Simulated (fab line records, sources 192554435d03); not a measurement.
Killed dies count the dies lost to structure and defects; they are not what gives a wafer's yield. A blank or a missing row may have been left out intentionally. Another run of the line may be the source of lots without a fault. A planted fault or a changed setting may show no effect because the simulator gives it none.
3 desks looking at one fault || flow n5_finfet || each desk holds nothing but its own numbers, with what lay behind them at the end

## TOOL OWNER'S DESK, rie_si-01
The tool's own readings at N5_FIN_SAQP_MANDREL_ETCH_58 (etches a-Si in HBr/Cl2, stops on SiNx, target depth 45 nm, bt time 10 s, time 27 s): means of the sampled wafers that have a number, for each lot that ran on this tool. If a lot's mean is further than 4 standard deviations from the usual mean, the lot is out of limits and carries the mark OUT (the distance appears in the brackets).
Columns: A = chamber_pressure_mTorr at N5_FIN_SAQP_MANDREL_ETCH_58, usual 10.000 mTorr; B = drypump_motor_current_A at N5_FIN_SAQP_MANDREL_ETCH_58, usual 5.6 A; C = oes_product_au at N5_FIN_SAQP_MANDREL_ETCH_58, usual 0.695 a.u.; D = throttle_valve_pct at N5_FIN_SAQP_MANDREL_ETCH_58, usual 35.50 %
{"lot": "L551", "first seen here": "day 2 19:03", "A": 10.008, "B": 5.2, "C": 0.710, "D": 35.56}
{"lot": "L554", "first seen here": "day 3 18:10", "A": 10.010, "B": 5.2, "C": 0.706, "D": 35.54}
{"lot": "L568", "first seen here": "day 7 03:00", "A": 9.996, "B": 5.3, "C": 0.701, "D": 35.36}
{"lot": "L569", "first seen here": "day 7 09:11", "A": 9.991, "B": 6.0, "C": 0.682, "D": 35.35}
Result from this desk: across the 4 lots, nothing is out of limits.

## THE DEFECT DESK
For each lot, the counts of the inspections along the route, averaged over the sampled wafers that have a number. If a lot's mean is further than 4 standard deviations from the usual mean, the lot is out of limits and carries the mark OUT (the distance appears in the brackets).
Columns: A = raw_defect_count at N5_FIN_SAQP_INSPECT_40, usual 226; B = raw_defect_count at N5_FIN_CUT_INSPECT_10, usual 42; C = raw_defect_count at N5_FIN_CUT_INSPECT_17, usual 230
{"lot": "L551", "first seen here": "day 2 21:00", "A": 273, "B": 48, "C": 283}
{"lot": "L554", "first seen here": "day 3 20:06", "A": "545 (+4.9) OUT", "B": "422 (+32) OUT", "C": "554 (+5.0) OUT"}
{"lot": "L563", "first seen here": "day 5 22:52", "A": 235, "B": 37, "C": 229}
{"lot": "L567", "first seen here": "day 7 00:40", "A": 227, "B": 33, "C": 223}
{"lot": "L568", "first seen here": "day 7 05:28", "A": 233, "B": 41, "C": 237}
{"lot": "L569", "first seen here": "day 7 11:29", "A": 230, "B": 46, "C": 245}
{"lot": "L570", "first seen here": "day 7 17:21", "A": 197, "B": 36, "C": 198}
{"lot": "L571", "first seen here": "day 8 01:23", "A": 224, "B": 47, "C": 229}
Finding of this desk: L554 out of limits; the first was L554 at day 3 20:06, on raw_defect_count at N5_FIN_SAQP_INSPECT_40. Within limits: L551, L563, L567, L568, L569, L570, L571.

## METROLOGY DESK
What the gauges read, lot by lot, whatever tool the lot ran on: means of the sampled wafers that have a number. If a lot's mean is further than 4 standard deviations from the usual mean, the lot is out of limits and carries the mark OUT (the distance appears in the brackets). Only the readings that lie furthest out on some lot appear, 7 of the 11 it has.
Columns: A = DIBL_N at N5_BEOL_M4_RC_MEAS_101, usual 36.1 mV/V; B = DIBL_P at N5_BEOL_M4_RC_MEAS_101, usual 36.6 mV/V; C = IOFF_N at N5_BEOL_M4_RC_MEAS_101, usual 0.160 nA/um; D = ION_N at N5_BEOL_M4_RC_MEAS_101, usual 677 uA/um; E = ION_P at N5_BEOL_M4_RC_MEAS_101, usual 464 uA/um; F = SS_P at N5_BEOL_M4_RC_MEAS_101, usual 73.3 mV/dec; G = VT_P at N5_BEOL_M4_RC_MEAS_101, usual -250 mV
{"lot": "L551", "first seen here": "day 2 20:25", "A": 35.4, "B": 35.7, "C": 0.171, "D": 686, "E": 470, "F": 72.9, "G": -248}
{"lot": "L554", "first seen here": "day 3 19:31", "A": 37.9, "B": 38.6, "C": 0.169, "D": 681, "E": 459, "F": 74.0, "G": -253}
{"lot": "L563", "first seen here": "day 5 22:16", "A": 37.0, "B": 36.7, "C": 0.169, "D": 680, "E": 462, "F": 73.9, "G": -252}
{"lot": "L567", "first seen here": "day 7 00:03", "A": 35.7, "B": 36.8, "C": 0.167, "D": 686, "E": 473, "F": 73.5, "G": -245}
{"lot": "L568", "first seen here": "day 7 04:49", "A": 34.1, "B": 34.1, "C": 0.138, "D": 670, "E": 465, "F": 72.5, "G": -248}
{"lot": "L569", "first seen here": "day 7 10:53", "A": 36.2, "B": 37.2, "C": 0.154, "D": 678, "E": 458, "F": 73.5, "G": -253}
{"lot": "L570", "first seen here": "day 7 16:46", "A": 35.5, "B": 34.1, "C": 0.133, "D": 665, "E": 464, "F": 73.2, "G": -249}
{"lot": "L571", "first seen here": "day 8 00:47", "A": 35.5, "B": 36.4, "C": 0.160, "D": 679, "E": 467, "F": 72.9, "G": -247}
Result from this desk: across the 8 lots, nothing is out of limits.

## BROUGHT TOGETHER
The defect desk could have raised an alarm at day 3 20:06, on L554.
The tool owner's desk saw nothing out of limits.
Metrology desk: nothing out of limits seen.
Tool owner's desk: L554 on record, inside its limits.
The metrology desk has L554 on record, within its limits.
All the named lots went through N5_FIN_SAQP_MANDREL_ETCH_58 on rie_si-01.

## WHAT THE SIMULATOR HAD INSERTED
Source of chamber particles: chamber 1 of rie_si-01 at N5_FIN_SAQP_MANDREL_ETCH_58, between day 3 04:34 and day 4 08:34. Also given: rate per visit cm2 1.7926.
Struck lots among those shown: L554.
Hours from the fault's start to each desk's first reading out of limits: the defect desk, 16.
